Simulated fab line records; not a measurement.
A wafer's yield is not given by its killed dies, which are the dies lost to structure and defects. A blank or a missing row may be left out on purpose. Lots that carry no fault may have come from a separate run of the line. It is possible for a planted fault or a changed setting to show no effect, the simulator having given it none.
fab line records | flow n5-finfet | part 1 of 2: steps 1 to 4 of 6
record lots=24 | wafers=72 | last-day=20
route steps=1938 shown BEOL_M6@1231 BEOL_M7@1276
lots with no fault: from the same line, run without faults
start-h: start of the lot's first displayed wafer, in hours after the record's first day | wait-h: time in hours since the lot's previous step | " identical to the entry in the row above | L1.1+2: a single row standing in for several wafers | - either no value or no given start | * or withheld: withheld | < > ~ a bound
route shown NAME@n: a module of which the file shows steps, and the number in the route of the first | usual: the fault-free wafers' mean and standard deviation | same: alike in all rows | chamber/n: place in a boat | sites: the reading at each site | _std_site: the standard deviation of these | _edge_site: outer sites' mean less inner sites' | radius-mm: how far each site lies from the wafer's centre | mask NAME#n: copy n | behind: the most recent tool/chamber to have shaped the wafer | hold: cause of the lot's hold/its duration in hours/its outcome | device: names the non-switching transistor (n, p or np) | end of line: the tests these same wafers got at the end of their route | for a step that has no rows: nothing shown but its recipe | killed: at the first sort, the dies lost to defects and structure; wafer yield is something else | map: a wafer's dies, marking killed ones x, the rest . and places with no die _
set.NAME: the setting that was run; set.NAME@STEP: the one run at that earlier step | model.NAME: the simulator's own value behind a step, which no gauge read
route steps across a sampled set of lots; one table per step, one row per wafer
services: a tool's chamber out of use, with start hour (start-h, from the record's first day; less than 0 if before it), hours out, and reason
## steps
# step N5_BEOL_M6_ETCH_72
# recipe chemistry=N2/H2 | target=underlayer | target-depth-a=65 | mask-material=CAR-EUV | time-s=5.2 | ion-energy-ev=200 | pressure-mtorr=30 | source-w=840 | bias-w=150 | n2-flow-sccm=200 | h2-flow-sccm=200 | ends=cleared
# usual drypump-motor-current-A=5.7/0.43 | etch-rf-on-time-s=5.18/0.1 | oes-product-au=0.69/0.084 | rf-vpp-V=522.8/2.4 | showerhead-plenum-p-Torr=2.50/0.068 | throttle-valve-pct=17.97/0.22
lot.wafer | tool        | chamber | start-h | wait-h | drypump-motor-current-A | etch-rf-on-time-s | oes-product-au | rf-hours-counter-h | rf-vpp-V | showerhead-plenum-p-Torr | throttle-valve-pct
L075.1    | rie-diel-03 | 0       | 227.11  | 0.0    | 5.7                     | 5.38              | 0.62           | 187                | 520.3    | 2.43                     | 18.21
L075.5    | "           | 1       | "       | "      | 5.5                     | 5.13              | 0.87           | -                  | 523.6    | 2.50                     | 17.95
L075.6    | "           | 0       | "       | "      | 5.7                     | 5.48              | 0.61           | -                  | 520.2    | 2.43                     | 18.19
L074.1    | rie-diel-03 | 3       | 227.51  | 0.0    | 5.3                     | 5.25              | 0.58           | 231                | 523.9    | 2.51                     | 17.83
L074.2    | "           | 0       | "       | "      | 5.7                     | 5.34              | 0.61           | 187                | 522.5    | 2.43                     | 18.22
L074.5    | "           | 0       | "       | "      | 5.7                     | 5.30              | 0.62           | -                  | 522.1    | 2.43                     | 18.20
L076.2    | rie-diel-03 | 1       | 236.28  | 0.0    | 5.4                     | 5.06              | 0.83           | 5                  | 522.9    | 2.49                     | 17.95
L076.3    | "           | 0       | "       | "      | 5.7                     | 5.35              | 0.61           | 191                | 522.5    | 2.43                     | 18.23
L076.5    | "           | 1       | "       | "      | 5.5                     | 5.09              | 0.83           | -                  | 522.7    | 2.49                     | 17.94
L077.1    | rie-diel-05 | 1       | 256.84  | 0.0    | 6.5                     | 5.15              | 0.60           | 234                | 519.4    | 2.41                     | 18.21
L077.4    | "           | 1       | "       | "      | 6.5                     | 5.12              | 0.61           | -                  | 519.8    | 2.41                     | 18.22
L077.5    | "           | 3       | "       | "      | 5.4                     | 5.16              | 0.60           | -                  | 522.4    | 2.50                     | 18.37
L080.1    | rie-diel-06 | 1       | 263.50  | 0.0    | 5.8                     | 5.26              | 0.62           | 176                | 520.7    | 2.43                     | 18.07
L080.5    | "           | 1       | "       | "      | 5.8                     | 5.32              | 0.62           | -                  | 519.8    | 2.43                     | 18.07
L080.6    | "           | 2       | "       | "      | 5.5                     | 5.27              | 0.66           | -                  | 523.7    | 2.56                     | 17.87
L078.1    | rie-diel-05 | 0       | 263.61  | 0.0    | 6.5                     | 5.08              | 0.77           | 30                 | 523.7    | 2.49                     | 17.41
L078.5    | "           | 2       | "       | "      | 6.3                     | 5.17              | 0.61           | -                  | 522.3    | 2.52                     | 18.06
L078.6    | "           | 1       | "       | "      | 6.5                     | 5.24              | 0.58           | -                  | 519.8    | 2.41                     | 18.21
L079.1    | rie-diel-06 | 1       | 263.90  | 0.0    | 5.8                     | 5.32              | 0.63           | 176                | 521.5    | 2.43                     | 18.08
L079.4    | "           | 3       | "       | "      | 4.9                     | 5.04              | 0.81           | 19                 | 523.7    | 2.49                     | 18.04
L079.5    | "           | 0       | "       | "      | 5.7                     | 5.18              | 0.77           | -                  | 522.1    | 2.49                     | 17.79
L081.4    | rie-diel-03 | 3       | 269.97  | 0.0    | 5.3                     | 5.28              | 0.58           | 250                | 521.5    | 2.50                     | 17.86
L081.5    | "           | 0       | "       | "      | 5.7                     | 5.33              | 0.60           | -                  | 520.4    | 2.42                     | 18.26
L081.6    | "           | 1       | "       | "      | 5.5                     | 5.08              | 0.80           | -                  | 521.4    | 2.49                     | 17.96
L083.4    | rie-diel-06 | 0       | 278.28  | 0.0    | 5.7                     | 5.13              | 0.77           | 32                 | 522.7    | 2.48                     | 17.78
L083.5    | "           | 0       | "       | "      | 5.7                     | 5.10              | 0.76           | -                  | 523.1    | 2.48                     | 17.77
L083.6    | "           | 1       | "       | "      | 5.8                     | 5.24              | 0.63           | -                  | 519.6    | 2.42                     | 18.05
L082.2    | rie-diel-05 | 2       | 287.65  | 0.0    | 6.3                     | 5.20              | 0.61           | 213                | 523.3    | 2.52                     | 18.09
L082.4    | "           | 1       | "       | "      | 6.5                     | 5.19              | 0.59           | 245                | 515.8    | 2.41                     | 18.24
L082.5    | "           | 3       | "       | "      | 5.4                     | 5.29              | 0.58           | -                  | 524.6    | 2.50                     | 18.41
L086.2    | rie-diel-06 | 0       | 287.79  | 0.0    | 5.7                     | 5.16              | 0.75           | 36                 | 521.9    | 2.48                     | 17.79
L086.4    | "           | 3       | "       | "      | 4.9                     | 5.08              | 0.79           | 26                 | 523.8    | 2.49                     | 18.06
L086.6    | "           | 3       | "       | "      | 4.9                     | 5.05              | 0.80           | -                  | 521.0    | 2.49                     | 18.06
L084.1    | rie-diel-06 | 0       | 296.29  | 0.0    | 5.7                     | 5.07              | 0.76           | 39                 | 521.5    | 2.48                     | 17.78
L084.2    | "           | 2       | "       | "      | 5.6                     | 5.23              | 0.65           | 144                | 524.4    | 2.55                     | 17.91
L084.4    | "           | 3       | "       | "      | 4.9                     | 5.00              | 0.81           | 29                 | 524.5    | 2.49                     | 18.05
L087.3    | rie-diel-05 | 0       | 303.19  | 0.0    | 6.5                     | 5.10              | 0.74           | 46                 | 521.3    | 2.48                     | 17.44
L087.4    | "           | 3       | "       | "      | 5.4                     | 5.28              | 0.58           | 245                | 521.5    | 2.49                     | 18.39
L087.6    | "           | 0       | "       | "      | 6.5                     | 5.15              | 0.73           | -                  | 522.7    | 2.48                     | 17.45
L089.1    | rie-diel-06 | 3       | 306.22  | 0.0    | 4.9                     | 5.03              | 0.79           | 32                 | 522.3    | 2.48                     | 18.09
L089.3    | "           | 2       | "       | "      | 5.5                     | 5.29              | 0.65           | 146                | 525.2    | 2.55                     | 17.88
L089.4    | "           | 0       | "       | "      | 5.7                     | 5.12              | 0.74           | -                  | 522.8    | 2.48                     | 17.80
L088.4    | rie-diel-06 | 3       | 308.50  | 0.0    | 4.9                     | 5.07              | 0.78           | -                  | 520.6    | 2.48                     | 18.07
L088.5    | "           | 0       | "       | "      | 5.7                     | 5.14              | 0.74           | -                  | 520.4    | 2.48                     | 17.80
L088.6    | "           | 2       | "       | "      | 5.6                     | 5.25              | 0.65           | -                  | 525.5    | 2.55                     | 17.89
L085.2    | rie-diel-05 | 3       | 313.03  | 0.0    | 5.4                     | 5.24              | 0.58           | 251                | 523.6    | 2.49                     | 18.40
L085.3    | "           | 0       | "       | "      | 6.4                     | 5.06              | 0.74           | 51                 | 521.6    | 2.48                     | 17.44
L085.5    | "           | 3       | "       | "      | 5.4                     | 5.20              | 0.58           | -                  | 522.8    | 2.49                     | 18.39
L091.2    | rie-diel-06 | 3       | 315.42  | 0.0    | 4.9                     | 5.11              | 0.77           | 37                 | 520.4    | 2.48                     | 18.08
L091.4    | "           | 3       | "       | "      | 4.9                     | 5.04              | 0.79           | -                  | 523.7    | 2.48                     | 18.08
L091.5    | "           | 2       | "       | "      | 5.6                     | 5.29              | 0.64           | -                  | 524.3    | 2.55                     | 17.89
L093.1    | rie-diel-06 | 1       | 321.53  | 0.0    | 5.8                     | 5.29              | 0.61           | 191                | 520.8    | 2.42                     | 18.10
L093.4    | "           | 0       | "       | "      | 5.7                     | 5.11              | 0.73           | 49                 | 523.4    | 2.48                     | 17.82
L093.5    | "           | 3       | "       | "      | 4.9                     | 5.09              | 0.78           | -                  | 523.4    | 2.48                     | 18.08
L096.2    | rie-diel-06 | 0       | 339.01  | 0.0    | 5.7                     | 5.04              | 0.73           | 57                 | 520.3    | 2.47                     | 17.81
L096.4    | "           | 1       | "       | "      | 5.8                     | 5.29              | 0.61           | 198                | 522.1    | 2.42                     | 18.14
L096.6    | "           | 0       | "       | "      | 5.7                     | 5.09              | 0.73           | -                  | 520.7    | 2.47                     | 17.82
L092.2    | rie-diel-03 | 0       | 342.88  | 0.0    | 5.7                     | 5.39              | 0.58           | 235                | 517.8    | 2.41                     | 18.28
L092.4    | "           | 2       | "       | "      | 5.8                     | 5.19              | 0.69           | 96                 | 528.2    | 2.67                     | 17.87
L092.6    | "           | 3       | "       | "      | 5.3                     | 5.24              | 0.77           | -                  | 523.7    | 2.49                     | 17.53
L094.1    | rie-diel-03 | 3       | 351.18  | 0.0    | 5.3                     | 5.20              | 0.78           | 21                 | 521.8    | 2.49                     | 17.53
L094.2    | "           | 0       | "       | "      | 5.7                     | 5.34              | 0.58           | 237                | 521.7    | 2.41                     | 18.33
L094.4    | "           | 2       | "       | "      | 5.8                     | 5.13              | 0.71           | 99                 | 527.0    | 2.67                     | 17.89
L090.2    | rie-diel-03 | 0       | 355.98  | 0.0    | 5.7                     | 5.41              | 0.58           | 238                | 521.0    | 2.41                     | 18.26
L090.4    | "           | 2       | "       | "      | 5.8                     | 5.05              | 0.71           | 101                | 529.5    | 2.67                     | 17.90
L090.6    | "           | 1       | "       | "      | 5.5                     | 5.14              | 0.75           | -                  | 522.2    | 2.48                     | 18.04
L095.3    | rie-diel-05 | 3       | 358.60  | 0.0    | 5.4                     | 5.10              | 0.83           | 3                  | 523.4    | 2.49                     | 18.00
L095.4    | "           | 2       | "       | "      | 6.3                     | 5.31              | 0.59           | 245                | 524.9    | 2.50                     | 18.13
L095.6    | "           | 3       | "       | "      | 5.4                     | 5.08              | 0.82           | -                  | 524.1    | 2.49                     | 18.00
L097.1    | rie-diel-06 | 1       | 383.72  | 0.0    | 5.8                     | 5.17              | 0.60           | 213                | 521.1    | 2.41                     | 18.15
L097.2    | "           | 2       | "       | "      | 5.5                     | 5.20              | 0.63           | 175                | 523.1    | 2.54                     | 17.94
L097.6    | "           | 1       | "       | "      | 5.8                     | 5.23              | 0.62           | -                  | 519.9    | 2.41                     | 18.12
# step N5_BEOL_M6_ETCH_41
# recipe chemistry=CH3F/O2 | target=SiCN | target-depth-a=297 | taper-deg=2 | time-s=52 | ion-energy-ev=120 | mask-material=TiN | pressure-mtorr=30 | source-w=395 | bias-w=75 | Ar_flow_sccm=150 | CH3F_flow_sccm=30 | O2_flow_sccm=20
# usual drypump-motor-current-A=5.7/0.43 | oes-product-au=0.81/0.099 | rf-vpp-V=296.6/1.4 | showerhead-plenum-p-Torr=1.96/0.052 | throttle-valve-pct=16.39/0.23
lot.wafer | tool        | chamber | start-h | wait-h | drypump-motor-current-A | oes-product-au | rf-hours-counter-h | rf-vpp-V | showerhead-plenum-p-Torr | throttle-valve-pct
L075.1    | rie-diel-03 | 0       | -       | -      | 5.7                     | 0.72           | 187                | 295.5    | 1.90                     | 16.56
L075.5    | "           | 1       | "       | "      | 5.4                     | 0.99           | -                  | 296.0    | 1.96                     | 16.31
L075.6    | "           | 0       | "       | "      | 5.7                     | 0.72           | -                  | 296.0    | 1.90                     | 16.58
L074.1    | rie-diel-03 | 3       | -       | -      | 5.3                     | 0.68           | 231                | 296.2    | 1.96                     | 16.32
L074.2    | "           | 0       | "       | "      | 5.7                     | 0.71           | 187                | 296.3    | 1.90                     | 16.56
L074.5    | "           | 0       | "       | "      | 5.7                     | 0.71           | -                  | 295.0    | 1.90                     | 16.57
L076.2    | rie-diel-03 | 1       | -       | -      | 5.4                     | 0.97           | 5                  | 296.7    | 1.96                     | 16.33
L076.3    | "           | 0       | "       | "      | 5.7                     | 0.72           | 191                | 295.2    | 1.90                     | 16.58
L076.5    | "           | 1       | "       | "      | 5.4                     | 0.98           | -                  | 296.2    | 1.96                     | 16.34
L077.1    | rie-diel-05 | 1       | -       | -      | 6.5                     | 0.70           | 234                | 295.6    | 1.89                     | 16.58
L077.4    | "           | 1       | "       | "      | 6.5                     | 0.70           | -                  | 294.5    | 1.89                     | 16.58
L077.5    | "           | 3       | "       | "      | 5.4                     | 0.69           | -                  | 297.3    | 1.97                     | 16.81
L080.1    | rie-diel-06 | 1       | -       | -      | 5.8                     | 0.73           | 176                | 295.6    | 1.91                     | 16.57
L080.5    | "           | 1       | "       | "      | 5.8                     | 0.73           | -                  | 296.9    | 1.91                     | 16.58
L080.6    | "           | 2       | "       | "      | 5.5                     | 0.77           | -                  | 297.0    | 2.00                     | 16.18
L078.1    | rie-diel-05 | 0       | -       | -      | 6.5                     | 0.89           | 30                 | 296.2    | 1.96                     | 15.81
L078.5    | "           | 2       | "       | "      | 6.3                     | 0.71           | -                  | 297.0    | 1.98                     | 16.47
L078.6    | "           | 1       | "       | "      | 6.5                     | 0.69           | -                  | 295.6    | 1.89                     | 16.57
L079.1    | rie-diel-06 | 1       | -       | -      | 5.8                     | 0.73           | 176                | 293.1    | 1.91                     | 16.56
L079.4    | "           | 3       | "       | "      | 4.9                     | 0.95           | 19                 | 295.2    | 1.97                     | 16.47
L079.5    | "           | 0       | "       | "      | 5.7                     | 0.91           | -                  | 296.1    | 1.96                     | 16.25
L081.4    | rie-diel-03 | 3       | -       | -      | 5.3                     | 0.67           | 250                | 295.9    | 1.96                     | 16.36
L081.5    | "           | 0       | "       | "      | 5.7                     | 0.69           | -                  | 295.3    | 1.90                     | 16.61
L081.6    | "           | 1       | "       | "      | 5.4                     | 0.93           | -                  | 295.2    | 1.96                     | 16.36
L083.4    | rie-diel-06 | 0       | -       | -      | 5.7                     | 0.89           | 32                 | 295.6    | 1.96                     | 16.25
L083.5    | "           | 0       | "       | "      | 5.7                     | 0.90           | -                  | 298.1    | 1.96                     | 16.25
L083.6    | "           | 1       | "       | "      | 5.8                     | 0.73           | -                  | 294.0    | 1.91                     | 16.58
L082.2    | rie-diel-05 | 2       | -       | -      | 6.2                     | 0.71           | 213                | 298.8    | 1.97                     | 16.49
L082.4    | "           | 1       | "       | "      | 6.5                     | 0.69           | 245                | 296.8    | 1.89                     | 16.60
L082.5    | "           | 3       | "       | "      | 5.4                     | 0.68           | -                  | 295.7    | 1.97                     | 16.83
L086.2    | rie-diel-06 | 0       | -       | -      | 5.7                     | 0.88           | 36                 | 295.3    | 1.96                     | 16.28
L086.4    | "           | 3       | "       | "      | 4.9                     | 0.95           | 26                 | 296.7    | 1.96                     | 16.46
L086.6    | "           | 3       | "       | "      | 4.9                     | 0.95           | -                  | 295.1    | 1.96                     | 16.49
L084.1    | rie-diel-06 | 0       | -       | -      | 5.7                     | 0.88           | 39                 | 295.7    | 1.96                     | 16.28
L084.2    | "           | 2       | "       | "      | 5.5                     | 0.77           | 144                | 298.9    | 2.00                     | 16.20
L084.4    | "           | 3       | "       | "      | 4.9                     | 0.95           | 29                 | 297.4    | 1.96                     | 16.49
L087.3    | rie-diel-05 | 0       | -       | -      | 6.5                     | 0.87           | 46                 | 298.1    | 1.95                     | 15.84
L087.4    | "           | 3       | "       | "      | 5.4                     | 0.67           | 246                | 296.1    | 1.97                     | 16.83
L087.6    | "           | 0       | "       | "      | 6.5                     | 0.88           | -                  | 297.4    | 1.95                     | 15.86
L089.1    | rie-diel-06 | 3       | -       | -      | 4.9                     | 0.93           | 32                 | 297.0    | 1.96                     | 16.48
L089.3    | "           | 2       | "       | "      | 5.5                     | 0.76           | 146                | 296.5    | 2.00                     | 16.21
L089.4    | "           | 0       | "       | "      | 5.7                     | 0.88           | -                  | 295.2    | 1.96                     | 16.26
L088.4    | rie-diel-06 | 3       | -       | -      | 4.9                     | 0.93           | -                  | 298.2    | 1.96                     | 16.49
L088.5    | "           | 0       | "       | "      | 5.7                     | 0.87           | -                  | 296.3    | 1.96                     | 16.27
L088.6    | "           | 2       | "       | "      | 5.5                     | 0.75           | -                  | 296.4    | 2.00                     | 16.21
L085.2    | rie-diel-05 | 3       | -       | -      | 5.4                     | 0.67           | 251                | 297.4    | 1.97                     | 16.83
L085.3    | "           | 0       | "       | "      | 6.5                     | 0.87           | 51                 | 297.2    | 1.95                     | 15.85
L085.5    | "           | 3       | "       | "      | 5.4                     | 0.67           | -                  | 295.1    | 1.97                     | 16.85
L091.2    | rie-diel-06 | 3       | -       | -      | 4.9                     | 0.92           | 37                 | 295.7    | 1.96                     | 16.48
L091.4    | "           | 3       | "       | "      | 4.9                     | 0.93           | -                  | 295.6    | 1.96                     | 16.50
L091.5    | "           | 2       | "       | "      | 5.5                     | 0.75           | -                  | 296.8    | 2.00                     | 16.23
L093.1    | rie-diel-06 | 1       | -       | -      | 5.8                     | 0.72           | 191                | 296.4    | 1.91                     | 16.60
L093.4    | "           | 0       | "       | "      | 5.7                     | 0.85           | 49                 | 295.2    | 1.95                     | 16.29
L093.5    | "           | 3       | "       | "      | 4.9                     | 0.91           | -                  | 294.6    | 1.96                     | 16.50
L096.2    | rie-diel-06 | 0       | -       | -      | 5.7                     | 0.84           | 57                 | 296.4    | 1.95                     | 16.30
L096.4    | "           | 1       | "       | "      | 5.8                     | 0.71           | 198                | 297.0    | 1.91                     | 16.62
L096.6    | "           | 0       | "       | "      | 5.7                     | 0.85           | -                  | 297.0    | 1.95                     | 16.32
L092.2    | rie-diel-03 | 0       | -       | -      | 5.7                     | 0.68           | 235                | 294.6    | 1.89                     | 16.68
L092.4    | "           | 2       | "       | "      | 5.8                     | 0.82           | 96                 | 299.2    | 2.10                     | 16.27
L092.6    | "           | 3       | "       | "      | 5.3                     | 0.91           | -                  | 296.3    | 1.95                     | 15.94
L094.1    | rie-diel-03 | 3       | -       | -      | 5.3                     | 0.91           | 21                 | 297.2    | 1.95                     | 15.93
L094.2    | "           | 0       | "       | "      | 5.7                     | 0.69           | 237                | 295.9    | 1.89                     | 16.67
L094.4    | "           | 2       | "       | "      | 5.8                     | 0.82           | 99                 | 299.2    | 2.10                     | 16.30
L090.2    | rie-diel-03 | 0       | -       | -      | 5.7                     | 0.67           | 238                | 293.9    | 1.89                     | 16.67
L090.4    | "           | 2       | "       | "      | 5.8                     | 0.81           | 101                | 299.2    | 2.10                     | 16.28
L090.6    | "           | 1       | "       | "      | 5.5                     | 0.86           | -                  | 296.2    | 1.95                     | 16.42
L095.3    | rie-diel-05 | 3       | -       | -      | 5.4                     | 0.95           | 4                  | 296.5    | 1.96                     | 16.36
L095.4    | "           | 2       | "       | "      | 6.3                     | 0.68           | 245                | 296.5    | 1.96                     | 16.56
L095.6    | "           | 3       | "       | "      | 5.4                     | 0.96           | -                  | 295.3    | 1.96                     | 16.37
L097.1    | rie-diel-06 | 1       | -       | -      | 5.8                     | 0.71           | 213                | 294.3    | 1.90                     | 16.65
L097.2    | "           | 2       | "       | "      | 5.6                     | 0.74           | 175                | 297.0    | 1.99                     | 16.25
L097.6    | "           | 1       | "       | "      | 5.8                     | 0.71           | -                  | 295.1    | 1.90                     | 16.66
# step N5_BEOL_M6_CURE_75
# recipe temp-c=370 | time-s=120 | ambient=DMADMS/He | material=SiCOH_lowk
# usual lamp-power-pct=52.31/0.055 | wafer_temp_C_max=371.8/0.67
lot.wafer | tool       | chamber | start-h | wait-h | lamp-power-pct | wafer_temp_C_max
L075.1    | uv-cure-02 | 1       | 227.70  | 0.0    | 52.38          | 371.8
L075.5    | "          | 1       | "       | "      | 52.42          | 371.9
L075.6    | "          | 1       | "       | "      | 52.34          | 372.4
L074.1    | uv-cure-03 | 1       | 228.10  | 0.0    | 52.30          | 372.3
L074.2    | "          | 1       | "       | "      | 52.34          | 372.7
L074.5    | "          | 1       | "       | "      | 52.31          | 373.3
L076.2    | uv-cure-03 | 1       | 236.92  | 0.1    | 52.36          | 372.0
L076.3    | "          | 1       | "       | "      | 52.30          | 372.0
L076.5    | "          | 1       | "       | "      | 52.26          | 372.4
L077.1    | uv-cure-03 | 2       | 257.43  | 0.0    | 52.28          | 371.6
L077.4    | "          | 2       | "       | "      | 52.20          | 371.8
L077.5    | "          | 2       | "       | "      | 52.28          | 371.9
L080.1    | uv-cure-03 | 2       | 264.09  | 0.0    | 52.34          | 372.1
L080.5    | "          | 2       | "       | "      | 52.26          | 371.5
L080.6    | "          | 2       | "       | "      | 52.25          | 371.8
L078.1    | uv-cure-02 | 2       | 264.22  | 0.1    | 52.30          | 371.2
L078.5    | "          | 2       | "       | "      | 52.24          | 371.1
L078.6    | "          | 2       | "       | "      | 52.26          | 371.5
L079.1    | uv-cure-03 | 0       | 264.49  | 0.0    | 52.34          | 372.8
L079.4    | "          | 0       | "       | "      | 52.29          | 372.1
L079.5    | "          | 0       | "       | "      | 52.32          | 372.0
L081.4    | uv-cure-01 | 0       | 270.84  | 0.3    | 52.28          | 372.4
L081.5    | "          | 0       | "       | "      | 52.30          | 371.8
L081.6    | "          | 0       | "       | "      | 52.28          | 372.0
L083.4    | uv-cure-02 | 1       | 279.33  | 0.5    | 52.28          | 371.6
L083.5    | "          | 1       | "       | "      | 52.37          | 372.3
L083.6    | "          | 1       | "       | "      | 52.21          | 372.3
L082.2    | uv-cure-03 | 2       | 288.28  | 0.1    | 52.26          | 372.6
L082.4    | "          | 2       | "       | "      | 52.35          | 371.1
L082.5    | "          | 2       | "       | "      | 52.39          | 371.6
L086.2    | uv-cure-02 | 0       | 288.54  | 0.2    | 52.36          | 371.0
L086.4    | "          | 0       | "       | "      | 52.36          | 371.0
L086.6    | "          | 0       | "       | "      | 52.25          | 370.7
L084.1    | uv-cure-03 | 2       | 296.88  | 0.0    | 52.19          | 371.7
L084.2    | "          | 2       | "       | "      | 52.33          | 371.9
L084.4    | "          | 2       | "       | "      | 52.26          | 371.4
L087.3    | uv-cure-01 | 0       | 303.89  | 0.1    | 52.29          | 372.7
L087.4    | "          | 0       | "       | "      | 52.29          | 372.7
L087.6    | "          | 0       | "       | "      | 52.37          | 372.5
L089.1    | uv-cure-02 | 0       | 306.81  | 0.0    | 52.29          | 371.0
L089.3    | "          | 0       | "       | "      | 52.30          | 371.2
L089.4    | "          | 0       | "       | "      | 52.30          | 370.9
L088.4    | uv-cure-03 | 0       | 309.24  | 0.2    | 52.26          | 372.6
L088.5    | "          | 0       | "       | "      | 52.27          | 372.3
L088.6    | "          | 0       | "       | "      | 52.32          | 372.3
L085.2    | uv-cure-02 | 0       | 313.67  | 0.1    | 52.24          | 371.1
L085.3    | "          | 0       | "       | "      | 52.34          | 370.7
L085.5    | "          | 0       | "       | "      | 52.29          | 370.9
L091.2    | uv-cure-01 | 2       | 316.06  | 0.1    | 52.23          | 371.4
L091.4    | "          | 2       | "       | "      | 52.33          | 371.2
L091.5    | "          | 2       | "       | "      | 52.28          | 371.0
L093.1    | uv-cure-02 | 0       | 322.12  | 0.0    | 52.33          | 371.0
L093.4    | "          | 0       | "       | "      | 52.26          | 370.9
L093.5    | "          | 0       | "       | "      | 52.28          | 371.0
L096.2    | uv-cure-03 | 1       | 339.65  | 0.1    | 52.25          | 372.6
L096.4    | "          | 1       | "       | "      | 52.31          | 372.6
L096.6    | "          | 1       | "       | "      | 52.35          | 372.3
L092.2    | uv-cure-02 | 1       | 343.51  | 0.1    | 52.39          | 372.5
L092.4    | "          | 1       | "       | "      | 52.38          | 371.8
L092.6    | "          | 1       | "       | "      | 52.23          | 372.6
L094.1    | uv-cure-02 | 2       | 351.76  | 0.0    | 52.30          | 371.0
L094.2    | "          | 2       | "       | "      | 52.29          | 371.1
L094.4    | "          | 2       | "       | "      | 52.30          | 371.3
L090.2    | uv-cure-03 | 0       | 356.62  | 0.1    | 52.34          | 372.4
L090.4    | "          | 0       | "       | "      | 52.34          | 371.7
L090.6    | "          | 0       | "       | "      | 52.33          | 371.8
L095.3    | uv-cure-03 | 0       | 359.28  | 0.1    | 52.30          | 372.1
L095.4    | "          | 0       | "       | "      | 52.31          | 372.0
L095.6    | "          | 0       | "       | "      | 52.35          | 372.1
L097.1    | uv-cure-01 | 0       | 384.56  | 0.3    | 52.41          | 372.1
L097.2    | "          | 0       | "       | "      | 52.29          | 371.9
L097.6    | "          | 0       | "       | "      | 52.41          | 373.3
# step N5_BEOL_M6_PRE_CLEAN_45
# recipe gas=H2/He | time-s=30 | temp-c=250
# usual heater-power-w=323/43
lot.wafer | tool           | chamber | start-h | wait-h | heater-power-w
L075.1    | pvd-sputter-02 | -       | 228.27  | 0.0    | 328
L075.5    | "              | -       | "       | "      | 279
L075.6    | "              | -       | "       | "      | 338
L074.1    | pvd-sputter-01 | -       | 228.86  | 0.0    | 345
L074.2    | "              | -       | "       | "      | 314
L074.5    | "              | -       | "       | "      | 304
L076.2    | pvd-sputter-03 | -       | 237.37  | 0.0    | 373
L076.3    | "              | -       | "       | "      | 364
L076.5    | "              | -       | "       | "      | 328
L077.1    | pvd-sputter-02 | -       | 258.15  | 0.0    | 344
L077.4    | "              | -       | "       | "      | 266
L077.5    | "              | -       | "       | "      | 296
L080.1    | pvd-sputter-03 | -       | 264.66  | 0.0    | 317
L080.5    | "              | -       | "       | "      | 374
L080.6    | "              | -       | "       | "      | 249
L078.1    | pvd-sputter-01 | -       | 264.68  | 0.0    | 422
L078.5    | "              | -       | "       | "      | 327
L078.6    | "              | -       | "       | "      | 316
L079.1    | pvd-sputter-02 | -       | 265.01  | 0.0    | 339
L079.4    | "              | -       | "       | "      | 295
L079.5    | "              | -       | "       | "      | 278
L081.4    | pvd-sputter-02 | -       | 271.29  | 0.0    | 349
L081.5    | "              | -       | "       | "      | 288
L081.6    | "              | -       | "       | "      | 276
L083.4    | pvd-sputter-02 | -       | 279.72  | 0.0    | 331
L083.5    | "              | -       | "       | "      | 344
L083.6    | "              | -       | "       | "      | 333
L082.2    | pvd-sputter-02 | -       | 288.82  | 0.0    | 270
L082.4    | "              | -       | "       | "      | 304
L082.5    | "              | -       | "       | "      | 295
L086.2    | pvd-sputter-02 | -       | 288.94  | 0.0    | 294
L086.4    | "              | -       | "       | "      | 346
L086.6    | "              | -       | "       | "      | 291
L084.1    | pvd-sputter-01 | -       | 297.35  | 0.0    | 311
L084.2    | "              | -       | "       | "      | 329
L084.4    | "              | -       | "       | "      | 360
L087.3    | pvd-sputter-02 | -       | 304.17  | 0.0    | 272
L087.4    | "              | -       | "       | "      | 340
L087.6    | "              | -       | "       | "      | 270
L089.1    | pvd-sputter-02 | -       | 307.23  | 0.0    | 292
L089.3    | "              | -       | "       | "      | 274
L089.4    | "              | -       | "       | "      | 330
L088.4    | pvd-sputter-02 | -       | 311.01  | 0.0    | 344
L088.5    | "              | -       | "       | "      | 351
L088.6    | "              | -       | "       | "      | 276
L085.2    | pvd-sputter-03 | -       | 314.21  | 0.0    | 246
L085.3    | "              | -       | "       | "      | 382
L085.5    | "              | -       | "       | "      | 243
L091.2    | pvd-sputter-02 | -       | 318.11  | 0.0    | 289
L091.4    | "              | -       | "       | "      | 331
L091.5    | "              | -       | "       | "      | 272
L093.1    | pvd-sputter-01 | -       | 322.54  | 0.0    | 328
L093.4    | "              | -       | "       | "      | 434
L093.5    | "              | -       | "       | "      | 359
L096.2    | pvd-sputter-01 | -       | 339.96  | 0.0    | 312
L096.4    | "              | -       | "       | "      | 370
L096.6    | "              | -       | "       | "      | 325
L092.2    | pvd-sputter-02 | -       | 343.85  | 0.0    | 273
L092.4    | "              | -       | "       | "      | 324
L092.6    | "              | -       | "       | "      | 295
L094.1    | pvd-sputter-01 | -       | 352.14  | 0.0    | 326
L094.2    | "              | -       | "       | "      | 350
L094.4    | "              | -       | "       | "      | 317
L090.2    | pvd-sputter-02 | -       | 357.00  | 0.0    | 344
L090.4    | "              | -       | "       | "      | 268
L090.6    | "              | -       | "       | "      | 279
L095.3    | pvd-sputter-01 | -       | 360.30  | 0.0    | 422
L095.4    | "              | -       | "       | "      | 306
L095.6    | "              | -       | "       | "      | 335
L097.1    | pvd-sputter-02 | -       | 386.26  | 0.0    | 332
L097.2    | "              | -       | "       | "      | 286
L097.6    | "              | -       | "       | "      | 292
